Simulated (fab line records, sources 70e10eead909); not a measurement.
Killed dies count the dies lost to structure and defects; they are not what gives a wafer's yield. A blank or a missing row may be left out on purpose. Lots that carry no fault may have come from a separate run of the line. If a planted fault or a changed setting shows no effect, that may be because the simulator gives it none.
What tool caused it?    flow nandHarc    14 lots with 42 wafers sampled at 5 steps, on a route of 1159 steps

## WHAT THE GAUGES SHOWED, per wafer
NHARC_HYBRID_BOND_OVL_MEAS_05. Usual: overlayXNm -6 nm, standard deviation 30; overlayYNm -1 nm, standard deviation 34.
lot   measured      on          overlayXNm (nm)  overlayYNm (nm)  flag
L476  day 17 20:02  overlay-02  -56 17 -51       -10 -32 -6       
L477  day 18 17:40  overlay-02  -1 -30 14        48 21 13         
L479  day 18 22:04  overlay-02  -49 4 -42        -61 -29 19       
L478  day 18 22:03  overlay-02  29 -24 -21       14 -31 -25       
L480  day 19 04:00  overlay-02  -21 -17 -12      38 -10 -26       
L482  day 20 09:25  overlay-02  -6 15 4          6 -13 6          
L484  day 20 01:21  overlay-02  9 30 20          29 -60 -17       
L489  day 20 21:34  overlay-02  24 50 19         -7 58 3          
L485  day 21 01:56  overlay-02  -18 8 3          -33 -67 44       
L490  day 21 17:51  overlay-01  -9 7 -11         -37 -12 37       
L492  day 22 21:39  overlay-01  -13 -6 -9        36 24 -1         
L497  day 24 00:04  overlay-01  -6 19 6          -27 27 33        
L499  day 24 14:11  overlay-02  2 30 -16         23 23 0          
L498  day 24 00:04  overlay-02  -30 7 -15        24 -7 -43        

NHARC_THIN_TSV_THK_MEAS_02: measures by ir. Usual: thkNm reads 3021 nm (standard deviation 220).
lot   measured      on            thkNm (nm)      flag
L476  day 17 22:56  filmMetro-01  3085 3016 3237  
L477  day 18 19:22  filmMetro-02  3001 3166 3585  
L479  day 19 00:55  filmMetro-02  2905 2848 2850  
L478  day 18 23:44  filmMetro-01  3042 3451 3003  
L480  day 19 05:42  filmMetro-02  2975 3224 3099  
L482  day 20 12:19  filmMetro-01  3066 3004 2959  
L484  day 20 03:03  filmMetro-01  2715 2621 2660  
L489  day 21 00:29  filmMetro-02  2717 3167 3088  
L485  day 21 03:37  filmMetro-02  2750 2536 2601  
L490  day 21 20:45  filmMetro-01  3076 3070 2778  
L492  day 22 23:20  filmMetro-01  2619 2722 2674  
L497  day 24 02:58  filmMetro-01  2927 2836 2783  
L499  day 24 15:51  filmMetro-02  3230 2945 3061  
L498  day 24 01:45  filmMetro-02  3276 3251 3277  

NHARC_END_SORT_01. Usual: killedAtArray 28, standard deviation 11; killedAtOther 0.5, standard deviation 0.87; killedAtPeriphery 2.9, standard deviation 2.2; killedDies 32, standard deviation 11; killedOpen 3.2, standard deviation 1.9; killedShort 1.8, standard deviation 1.4.
lot   measured      on         killedAtArray  killedAtOther  killedAtPeriphery  killedDies  killedOpen  killedShort  flag
L484  day 20 20:20  prober-02  96 99 109      1 0 0          0 4 0              97 103 109  0 8 3       1 1 0        OFF
L485  day 22 06:53  prober-01  77 64 54       0 0 0          9 9 2              86 73 56    4 5 2       0 0 1        OFF

## WHICH TOOL RAN EACH LOT (tool, then ch and the chambers of the sampled wafers, then the start)
lot   NHARC_A_STAIRCASE_STRIP_255         NHARC_THIN_TSV_ETCH_59
L476  wetBench-07 ch 4,5,6, day 10 13:38  rieMetal-02 ch 0,1, day 18 06:17
L477  wetBench-07 ch 0,1,7, day 11 16:52  rieMetal-02 ch 0,1, day 19 06:43
L479  wetBench-07 ch 0,2,4, day 12 03:16  rieMetal-01 ch 0,1, day 19 14:47
L478  wetBench-01 ch 0,4,6, day 12 05:19  rieMetal-01 ch 1, day 19 07:58
L480  wetBench-07 ch 4,5,6, day 12 06:19  rieMetal-03 ch 0,1, day 19 17:30
L482  wetBench-01 ch 3,4,5, day 12 17:12  rieMetal-03 ch 0, day 20 19:42
L484  wetBench-07 ch 0,2,7, day 12 23:41  rieMetal-01 ch 0,1, day 20 10:57
L489  wetBench-01 ch 1,4,5, day 14 04:17  rieMetal-01 ch 0,1, day 21 07:39
L485  wetBench-07 ch 4,5,6, day 14 08:25  rieMetal-02 ch 0,1, day 21 10:41
L490  wetBench-02 ch 0,4,7, day 14 22:16  rieMetal-01 ch 0,1, day 22 04:10
L492  wetBench-02 ch 0,2,3, day 15 17:27  rieMetal-01 ch 0,1, day 23 06:38
L497  wetBench-07 ch 0,1,4, day 17 02:47  rieMetal-02 ch 0,1, day 24 10:16
L499  wetBench-02 ch 4,5,7, day 17 03:04  rieMetal-01 ch 0,1, day 24 23:37
L498  wetBench-02 ch 0,4,7, day 17 06:05  rieMetal-03 ch 0,1, day 24 09:10
- NHARC_A_STAIRCASE_STRIP_255: strips in SPM, time 900 s.
- NHARC_THIN_TSV_ETCH_59: etches the open film in Cl2/BCl3, target depth 880 nm, time 138.1 s.

## WHAT THE TOOLS THEMSELVES READ (means of the sampled wafers that have a number; where no wafer has one, the mark that the record gives instead)
NHARC_A_STAIRCASE_STRIP_255. Usual: bathGuardTempC reads 129.9 C (standard deviation 0.51).
lot   tool         bathGuardTempC (C)  flag
L476  wetBench-07  130.0               
L477  wetBench-07  129.6               
L479  wetBench-07  129.8               
L478  wetBench-01  130.3               
L480  wetBench-07  130.0               
L482  wetBench-01  129.5               
L484  wetBench-07  129.8               
L489  wetBench-01  129.9               
L485  wetBench-07  129.8               
L490  wetBench-02  129.6               
L492  wetBench-02  130.0               
L497  wetBench-07  129.5               
L499  wetBench-02  129.4               
L498  wetBench-02  129.6               

NHARC_THIN_TSV_ETCH_59. Usual: chamberPressureMTorr 10.000 mTorr, standard deviation 0.0093; drypumpMotorCurrentA 5.8 A, standard deviation 0.45; oesProductAu 1.002 a.u., standard deviation 0.0094; throttleValvePct 22.264 %, standard deviation 0.0086.
lot   tool         chamberPressureMTorr (mTorr)  drypumpMotorCurrentA (A)  oesProductAu (a.u.)  throttleValvePct (%)  flag
L476  rieMetal-02  9.991                         5.9                       0.995                22.270                
L477  rieMetal-02  10.004                        6.0                       1.001                22.265                
L479  rieMetal-01  9.999                         6.0                       1.006                22.271                
L478  rieMetal-01  10.001                        5.0                       1.007                22.267                
L480  rieMetal-03  9.999                         5.6                       1.003                22.267                
L482  rieMetal-03  9.992                         5.7                       1.005                22.268                
L484  rieMetal-01  10.002                        5.5                       1.002                22.264                
L489  rieMetal-01  9.998                         6.0                       1.005                22.265                
L485  rieMetal-02  10.009                        6.0                       1.002                22.263                
L490  rieMetal-01  10.000                        6.0                       0.999                22.264                
L492  rieMetal-01  10.000                        5.5                       1.014                22.267                
L497  rieMetal-02  9.994                         6.0                       1.004                22.266                
L499  rieMetal-01  10.002                        5.5                       1.022                22.259                
L498  rieMetal-03  10.004                        5.6                       1.007                22.264                

## THE ANSWER, worked out from the rows above alone
Rule: lot off if the mean of its wafers having a number is beyond 3 standard deviations from the usual mean. A lot without any number at a reading at which 4 lots or more have one is off too. Where the step has rows for the other lots, those lots are counted as sound. Order of review: gauges by route order, followed by the tools' own readings, for which a lot's mean as printed above is used. At the first step where some lot is off, the reading lying furthest off is the one used; lots without a number count as furthest.
Off: L484, L485, at NHARC_END_SORT_01 (killedAtArray). Neither off nor sound, because the step has no rows for them: L476, L477, L479, L478, L480, L482, L489, L490, L492, L497, L499, L498.
A tool fits if, at a process step before that reading, it ran every lot that is off, and no sound lot after the first of them. Gauges at NHARC_END_SORT_01: tried the same way as those tools. One candidate fits, namely wetBench-07 at NHARC_A_STAIRCASE_STRIP_255. It ran no sound lot before its first lot that is off in this sample, so the start can't be narrowed down.

## WHAT THE SIMULATOR PUT IN
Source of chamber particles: wetBench-07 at NHARC_A_STAIRCASE_STRIP_255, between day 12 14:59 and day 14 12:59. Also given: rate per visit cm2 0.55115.
Struck lots among those shown: L484, L485. The rule above reached the same finding.
